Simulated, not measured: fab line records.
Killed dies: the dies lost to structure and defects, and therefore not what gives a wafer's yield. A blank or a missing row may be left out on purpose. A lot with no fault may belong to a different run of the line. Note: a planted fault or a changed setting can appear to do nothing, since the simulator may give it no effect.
fab line records -- flow n5_finfet
[record] lots = 3, wafers = 8, last_day = 18
route steps=1938 shown MOL_CONTACT_COAG@605 BEOL_M0_SAQP@632 BEOL_M4@1111 PASSIVATION@1936
lots with no fault: from the same line, run without faults
start_h: the number of hours between the record's first day and the start of the first shown wafer of the lot -- wait_h: hours elapsed since this lot's preceding step -- " same as the row above -- L1.1+2: several wafers, shown together as one row -- - value missing, or start not given -- * or withheld: withheld -- < > ~ a bound
route shown NAME@n: a module of which the file shows steps, and the number in the route of the first -- usual: the fault-free wafers' mean and standard deviation -- same: alike in all rows -- chamber/n: place in a boat -- sites: readings site by site -- _std_site: standard deviation of those values -- _edge_site: inner sites' mean taken away from outer sites' mean -- radius_mm: how far each site lies from the wafer's centre -- mask NAME#n: copy n -- behind: the last tool/chamber to shape the wafer -- hold: reason for holding the lot/hours on hold/outcome of the hold -- device: which transistor (n, p or np) failed to switch -- end of line: the route-end tests of the same wafers -- a step with no rows: only its recipe -- killed: at the first sort, the dies lost to defects and structure; wafer yield is something else -- map: per-die view of a wafer (x killed, . not killed, _ where there is no die)
set.NAME: the setting the step ran with; set.NAME@STEP: the setting that earlier step ran with -- model.NAME: the simulator's own value behind a step, which no gauge read
lots at some steps of the route; a table a step, a row a wafer
services: from which hour (start_h, from the record's first day; less than 0 if before it) a tool's chamber was out of use, for how many hours, and why
[[steps]]
[step N5_MOL_CONTACT_COAG_DESCUM_45]
[recipe] chemistry = O2, time_s = 7, source_power_w = 50, bias_power_w = 20, pressure_mtorr = 20, rf_frequency_hz = 2.712e+07, temp_c = 40, resist = CAR-EUV, o2_flow_sccm = 225
[step N5_MOL_CONTACT_COAG_ETCH_65]
[recipe] chemistry = N2/H2, target = underlayer, target_depth_a = 130, mask_material = CAR-EUV, time_s = 10.4, ion_energy_ev = 200, pressure_mtorr = 30, source_w = 840, bias_w = 150, n2_flow_sccm = 200, h2_flow_sccm = 200, ends = cleared
[step N5_MOL_CONTACT_COAG_ETCH_66]
[recipe] chemistry = CF4, target = SiARC, target_depth_a = 130, mask_material = CAR-EUV, time_s = 21.7, ion_energy_ev = 80, pressure_mtorr = 40, source_w = 545, bias_w = 36, Ar_flow_sccm = 100, cf4_flow_sccm = 100, ends = cleared
[step N5_MOL_CONTACT_COAG_ALD_133]
[recipe] material = SiO2, target_thk_a = 50, temp_c = 100, ald_precursor_family = BDEAS, ald_co_reactant = O2-plasma, pulse_time_s = 1, co_reactant_pulse_time_s = 1, purge_time_s = 2, co_reactant_purge_time_s = 2, ald_cycles = 35, pressure_torr = 2
[step N5_MOL_CONTACT_COAG_ETCHBACK_134]
[recipe] chemistry = CHF3, target = SiO2, target_depth_a = 100, time_s = 6.7, ion_energy_ev = 200, pressure_mtorr = 30, source_w = 610, bias_w = 170, Ar_flow_sccm = 200, CHF3_flow_sccm = 50
[step N5_MOL_CONTACT_COAG_ETCH_67]
[recipe] chemistry = N2/H2, target = SOC, target_depth_a = 600, overetch_a = 210, mask_material = SiARC, temp_c = 40, time_s = 101.2, ion_energy_ev = 200, pressure_mtorr = 30, source_w = 840, bias_w = 150, n2_flow_sccm = 200, h2_flow_sccm = 200
[step N5_MOL_CONTACT_COAG_STRIP_68]
[recipe] chemistry = N2/H2, temp_c = 40, n2_flow_sccm = 200, h2_flow_sccm = 200, rf_frequency_hz = 6e+07
[step N5_MOL_CONTACT_COAG_STRIP_69]
[recipe] chemistry = N2/H2, temp_c = 40, n2_flow_sccm = 200, h2_flow_sccm = 200, rf_frequency_hz = 6e+07
[step N5_MOL_CONTACT_COAG_ETCHBACK_136]
[recipe] chemistry = CHF3, target = SiO2, target_depth_a = 250, time_s = 16.7, ion_energy_ev = 200, pressure_mtorr = 30, source_w = 610, bias_w = 170, Ar_flow_sccm = 200, CHF3_flow_sccm = 50
[step N5_MOL_CONTACT_COAG_STRIP_120]
[recipe] chemistry = CHF3, resist = SiARC, rf_frequency_hz = 6e+07
[step N5_MOL_CONTACT_COAG_VIA_ETCH_117]
[recipe] chemistry = C4F6/O2, target_depth_a = 400, overetch_a = 80, mask_material = SOC, target = SiO2, bias_w = 455, pressure_mtorr = 10, time_s = 26, source_w = 325, Ar_flow_sccm = 300, C4F6_flow_sccm = 10, O2_flow_sccm = 10, ion_energy_ev = 575.3, ends = end_point
[step N5_MOL_CONTACT_COAG_ETCH_124]
[recipe] chemistry = CH3F/O2, target = SiNx, target_depth_a = 65, mask_material = SOC, stop_on = SiOC, over_etch_frac = 0.3, ion_energy_ev = 120, pressure_mtorr = 30, source_w = 395, bias_w = 73, Ar_flow_sccm = 150, CH3F_flow_sccm = 30, O2_flow_sccm = 20, ends = end_point
[step N5_MOL_CONTACT_COAG_ETCH_48]
[recipe] chemistry = C4F6/O2, target_depth_a = 150, overetch_a = 45, mask_material = SOC, target = SiOC, bias_w = 465, pressure_mtorr = 10, time_s = 17, source_w = 335, Ar_flow_sccm = 300, C4F6_flow_sccm = 10, O2_flow_sccm = 10, ion_energy_ev = 576
[usual] drypump_motor_current_A = 5.9/0.43, oes_product_au = 0.68/0.069, rf_vpp_V = 1609/29, showerhead_plenum_p_Torr = 2.86/0.12, throttle_valve_pct = 40.60/0.28
lot.wafer,tool,chamber,start_h,wait_h,drypump_motor_current_A,oes_product_au,rf_hours_counter_h,rf_vpp_V,showerhead_plenum_p_Torr,throttle_valve_pct,model.SOC_of_MOL_CONTACT_COAG_COAT_62.thk_nm
L472.1,rie_diel-02,3,123.26,0.0,6.3,0.81,20,1590,2.90,41.05,46
L472.3,rie_diel-02,2,123.26,0.0,6.0,0.68,101,1624,3.00,40.61,45.2
L472.6,rie_diel-02,3,123.26,0.0,6.3,0.77,-,1591,2.90,41.04,46
L480.1,rie_diel-03,0,171.16,0.0,5.7,0.62,233,1550,2.68,40.42,45.8
L480.3,rie_diel-03,2,171.16,0.0,5.1,0.64,192,1636,2.83,40.49,46
L480.5,rie_diel-03,1,171.16,0.0,5.9,0.74,-,1586,2.91,40.75,46
L484.3,rie_diel-03,0,195.46,0.0,5.7,0.60,244,1548,2.68,40.41,46.4
L484.4,rie_diel-03,3,195.46,0.0,5.4,0.74,53,1643,2.99,40.24,45.8
[step N5_MOL_CONTACT_COAG_STRIP_72]
[recipe] chemistry = N2/H2, power_w = 450, temp_c = 40, pressure_mtorr = 20, rf_frequency_hz = 6e+07, overash_fraction = 3, bias_power_w = 7, h2_frac = 0.5, n2_flow_sccm = 200, h2_flow_sccm = 200
[step N5_MOL_CONTACT_COAG_STRIP_49]
[recipe] chemistry = N2/H2, time_s = 30, power_w = 1000, temp_c = 250, pressure_mtorr = withheld, n2_flow_sccm = 1750, h2_flow_sccm = 3250
[step N5_MOL_CONTACT_COAG_PRECLEAN_138]
[recipe] chemistry = alkaline_clean, temp_c = 60, time_s = 60, do_ppb = 50
[step N5_MOL_CONTACT_COAG_SRD_139]
[recipe] dry = ipa_marangoni, time_s = 30, temp_c = 23, rinse_liquid = diw
[step N5_MOL_CONTACT_COAG_PRE_CLEAN_121]
[recipe] gas = H2/He, time_s = *, temp_c = withheld
[step N5_MOL_CONTACT_COAG_CVD_140]
[recipe] material = W, target_thk_a = 665, mode = selective_fill, temp_c = 300, time_s = 215
[step N5_MOL_CONTACT_COAG_PRECLEAN_127]
[recipe] chemistry = DIW, time_s = 57.5, temp_c = 23
[step N5_MOL_CONTACT_COAG_SRD_128]
[recipe] dry_time_s = 32, dry = n2_spin, spin_rpm = 1500
[step N5_MOL_CONTACT_COAG_CMP_52]
[recipe] stop_on = SiO2, t_overpolish_s = 1.5, post_cmp_clean = w_dilute_nh4oh, down_force_psi = 4, platen_rpm = 50.289, pad_velocity_m_s = 1.0006, target_thk_nm = 66.5
[step N5_MOL_CONTACT_COAG_ANNEAL_112]
[recipe] temp_c = 400, time_s = 1800, ambient = HPD2, pressure_atm = 10
[step N5_BEOL_M0_SAQP_PECVD_00]
[recipe] material = SiCN, target_thk_a = 80, temp_c = withheld, precursor = 3MS/NH3, pressure_torr = 3, rf_w = 202, time_s = 14
[step N5_BEOL_M0_SAQP_ILD_DEP_01]
[recipe] material = SiOC, target_thk_a = 454.19, temp_c = 350, precursor = DEMS/O2, pressure_torr = 5, rf_w = 500, time_s = 8.7
[step N5_BEOL_M0_SAQP_HM_DEP_02]
[recipe] material = TiN, target_thk_a = 120, temp_c = 25, chamber_pressure_pa = 0.49996
[step N5_BEOL_M0_SAQP_PECVD_03]
[recipe] material = SiCN, target_thk_a = 120, temp_c = withheld, precursor = 3MS/NH3, pressure_torr = 3, rf_w = 202, time_s = 21.1
[step N5_BEOL_M0_SAQP_PECVD_96]
[recipe] material = a-Si, target_thk_a = 450, temp_c = 350, precursor = SiH4/He, pressure_torr = 3, rf_w = 100, time_s = 45.2
[step N5_BEOL_M0_SAQP_PECVD_97]
[recipe] material = SiNx, target_thk_a = 230, temp_c = 350, precursor = SiH4/NH3/N2, pressure_torr = 1.5, rf_w = 300, time_s = 19.9
[step N5_BEOL_M0_SAQP_PECVD_04]
[recipe] material = a-Si, target_thk_a = 600, temp_c = 350, precursor = SiH4/He, pressure_torr = 3, rf_w = 100, time_s = 60.2
[step N5_BEOL_M0_SAQP_HM_DEP_111]
[recipe] material = SiO2, target_thk_a = 120, temp_c = 400, precursor = SiH4/N2O, pressure_torr = 0.75, rf_w = 275, time_s = 7.2
[step N5_BEOL_M0_SAQP_COAT_81]
[recipe] resist = SOC, temp_c = 250, time_s = 60, spin_rpm = 1500, resist_thk_nm = 100
[step N5_BEOL_M0_SAQP_COAT_82]
[recipe] resist = SiARC, temp_c = 220, time_s = 60, spin_rpm = 1500, resist_thk_nm = 30
[step N5_BEOL_M0_SAQP_COAT_08]
[recipe] resist = CAR-ArF, spin_rpm = 1500, resist_thk_nm = 90
[step N5_BEOL_M0_SAQP_EBR_10]
[recipe] solvent = PGMEA, ebr_width_mm = 1.5
[step N5_BEOL_M0_SAQP_SOFTBAKE_09]
[recipe] temp_c = 110, time_s = 60, resist = CAR-ArF
[step N5_BEOL_M0_SAQP_EXPOSE_11]
[recipe] mask_id = M0_CORE, na = 1.35, source_shape = dipole, sigma_inner = 0.538, sigma_outer = 0.738, polarization = te, target_cd_nm = 42, dose_mj = 55
[step N5_BEOL_M4_RC_MEAS_101]
[usual] DIBL_N = 36.3/1.9, DIBL_P = 36.0/2.1, IOFF_N = 0.16/0.031, IOFF_P = 0.21/0.035, ION_N = 675/14, ION_P = 464/8.5, SS_N = 71.5/0.6, SS_P = 73.3/0.72, VT_N = 250/3.2, VT_P = -250/3.1
lot.wafer,tool,chamber,start_h,wait_h,DIBL_N[mV/V],DIBL_P[mV/V],IOFF_N[nA/um],IOFF_P[nA/um],ION_N[uA/um],ION_P[uA/um],SS_N[mV/dec],SS_P[mV/dec],VT_N[mV],VT_P[mV]
L472.1,prober-01,0,182.85,0.0,37.0,39.3,0.19,0.24,691,469,71.5,75.0,243,-250
L472.3,prober-01,0,182.85,0.0,39.5,42.1,0.25,0.29,700,472,72.5,74.8,242,-249
L472.6,prober-01,0,182.85,0.0,35.5,37.8,0.18,0.22,704,483,70.8,73.7,244,-250
L480.1,prober-01,0,295.46,0.0,37.8,35.8,0.18,0.22,679,465,70.9,72.6,251,-249
L480.3,prober-01,0,295.46,0.0,34.0,32.2,0.12,0.18,685,467,70.2,72.3,255,-248
L480.5,prober-01,0,295.46,0.0,37.2,36.0,0.18,0.24,704,478,71.2,73.6,246,-247
L484.3,prober-01,0,302.67,0.3,33.1,32.6,0.11,0.14,665,450,69.9,72.3,255,-255
L484.4,prober-01,0,302.67,0.3,32.7,32.0,0.10,0.13,670,462,70.9,72.2,256,-259
[step N5_PASSIVATION_PROBE_49]
[usual] defect_limited_yield = 91.0/1.5, killed_at_M0_to_M3 = 32/9.6, killed_at_M4_up = 13/4.7, killed_at_contacts = 13/7.2, killed_at_front_end = 44/13, killed_at_other = 4/3.4, killed_dies = 106/18, killed_on_rim = 14/4.2, killed_open = 70/13, killed_short = 35/8, sort_bin_5_function = 5.3/0.97, sort_bin_6_memory = 3.4/0.73, sort_n_pass = 1074/18, sort_yield_pct = 91.0/1.5
[same] gross_dies = 1180, killed_at_back_side = 0, sort_bin_4_leakage[%] = 0, sort_bin_8_speed[%] = 0
lot.wafer,tool,chamber,start_h,wait_h,defect_limited_yield[%],killed_at_M0_to_M3,killed_at_M4_up,killed_at_contacts,killed_at_front_end,killed_at_other,killed_dies,killed_on_rim,killed_open,killed_short,sort_bin_5_function[%],sort_bin_6_memory[%],sort_n_pass,sort_yield_pct[%]
L484.3,prober-02,-,425.17,0.1,67.4,19,11,272,76,7,385,21,68,55,28.4,3.9,795,67.4
L484.4,prober-02,-,425.22,0.2,92.2,29,5,3,54,1,92,11,57,32,4.5,3.0,1088,92.2
// killed by level:class
L484.3 MOL_CONTACT_COAG:area_etch=259 FIN_SAQP:geometric_particle:short=28 FIN_SAQP:geometric_particle:open=23 MOL_CONTACT_COAG:geometric_particle:open=9 GATE_CUT:geometric_particle:short=8 ILD0:geometric_particle:open=6 BEOL_M2:geometric_particle:open=6 BEOL_M4:geometric_particle:open=5
L484.4 FIN_SAQP:geometric_particle:open=14 FIN_SAQP:geometric_particle:short=13 BEOL_M0_SAQP:geometric_particle:short=9 BEOL_M0_SAQP:geometric_particle:open=6 STI_FIN_REVEAL:geometric_particle:open=4 BEOL_M2:geometric_particle:open=4 BEOL_M3:geometric_particle:open=4 STARTING-WAFER:geometric_particle:open=4
// map L484.3 (x killed, . not)
_________________....x..x.x..________________
______________......xx.x.x......_____________
___________..........xx............__________
__________.....x....x...x....x...x.._________
________...x..x.x...x.......x.x......._______
_______.......x...x....x.....x.........______
______.....x...xxxxx..x.x..x..xxx.x....._____
_____x............xxxx.xxx..x.xx.........____
____x.......x..x.xxxx..x.xxx....xx........___
___.......x..xx.xxxx.xxxxxxxx.xx.x..x....x.__
___...xx.x.xxxx.xxx.xxxxxxxxxxx.xx....x....__
__........x.x..xxxxx.xx.x.xx.xxx.x.....x..x._
__....xx..xx.x.x.....x.xxxxxxxxx.x.........._
_.........x.xx....xxx.xxx.x.xxxxx.x...x...x..
_x....x.....xxx.x.x.x.xx.xxxxxxxx..x.........
_.x...x..............xx.xxxxxxxxxx...........
_x..............x......xx...xx.xx....x.......
_........x..x........xxx.xxxxx.xx............
_.x....x..x..xx.xxx...x.x.xx.xxxxxx.........x
_...........xx.x..xxxxxxxxxxxxx.xxx......x...
_.........xx...xx.xxxx..x.x..xxx.x..xx.x.....
__.........xx..xx.xx.x.xxxx.......xx.x..x..._
__.....x....x.xx...x...xxxxxxx.....x.x.xx..._
___...x.......xxx..xxxxxxx.xx...xx.x.......__
___..x....x..x.x.x.x.xxxx.x.....x...x..x.xx__
____...x.....x.......xx.xxxxx.............___
_____......xxx.....x...xxxxx...x..x.x....____
______....x.......x....x.x...........x.._____
_______..........x..x..x...x........xx.______
________x...........x....x.x....xx...._______
__________.x....x..x....x.......x..._________
___________x...x.............xx....__________
______________.x..xx............_____________
_________________x.......xx.x________________
// map L480.3 (x killed, . not)
_________________...x...x...x________________
______________x.x..xx........x.._____________
___________..........x.x......xx...__________
__________.....x...xx............xx._________
________...x.....x...........x..xxx..x_______
_______....x...x......................x______
______xx....x......x.......x.......xx..x_____
_____............x.........xxx.x.........____
____.........................xx........xx.___
___..............x.xx.xx......x........x..x__
___.x...........x...........x..............__
__........x.....x................xx...x....._
__........x.x.x.........x......x..x.......x._
_x..x..............x.......x..........x.....x
_..............x..........x..................
_.xx.x..x.xx....x......x..........xx.xxx.....
_.....x...x.....x.x.......x........x.......x.
_..................x..xx.....................
_...................x.......................x
_......x..x............x..x........x.xx....x.
_x...x..................x.....x..........x...
__......xx.........x...x.x..............x..._
__......x...x.xx......x.x.........x....x...._
___..........x.............................__
___.....x.x.........x..x......x.x...x......__
____.....x....x...x..xx.....x...........x.___
_____.....x.........x....................____
______.....x..............x..x.x..x....x_____
_______......x......................x.x______
________..x.......x.......x..........._______
__________.x................x......._________
___________.......x.........x......__________
______________.........x.....x.._____________
_________________.x..x.......________________
[[services]]
tool,chamber,start_h,hours,kind
rie_diel-03,2,103.38,6.4,repair
rie_diel-03,0,107.48,11.9,repair
rie_diel-02,1,132.22,-,clean
rie_diel-02,1,132.22,-,consumable_replace:focus_ring
rie_diel-02,1,132.22,-,consumable_replace:showerhead
rie_diel-02,1,132.22,12.2,scheduled_down
rie_diel-02,1,132.22,12.2,vent_cycle
rie_diel-02,1,162.01,21.4,repair
rie_diel-02,3,179.16,26.0,repair
[[key]]
[first_sign] step = N5_PASSIVATION_PROBE_49, reading = killed_at_contacts, direction = up, sigmas = 36, usual = 13, struck = 272
[effect] step = N5_PASSIVATION_PROBE_49, reading = sort_bin_5_function, direction = up, sigmas = 24, usual = 5.3, struck = 28.4
[model_effect] step = N5_MOL_CONTACT_COAG_ETCH_48, value = SOC_of_MOL_CONTACT_COAG_COAT_62.thk_nm, without = 45.8, struck = 46.4
[more_kills_born_at] N5_MOL_CONTACT_COAG_ETCH_48@rie_diel-03 = 259
met_at N5_MOL_CONTACT_COAG_ETCH_48
struck_wafers L484.3
onset_between 171.16 195.46
[fault] kind = process_parameter_drift, tool = rie_diel-03, chamber = -, onset_h = 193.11, steps = N5_MOL_CONTACT_COAG_ETCH_48, channel = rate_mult, offset = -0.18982, shape = step, end_h = 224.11, scope = struck_wafers_only
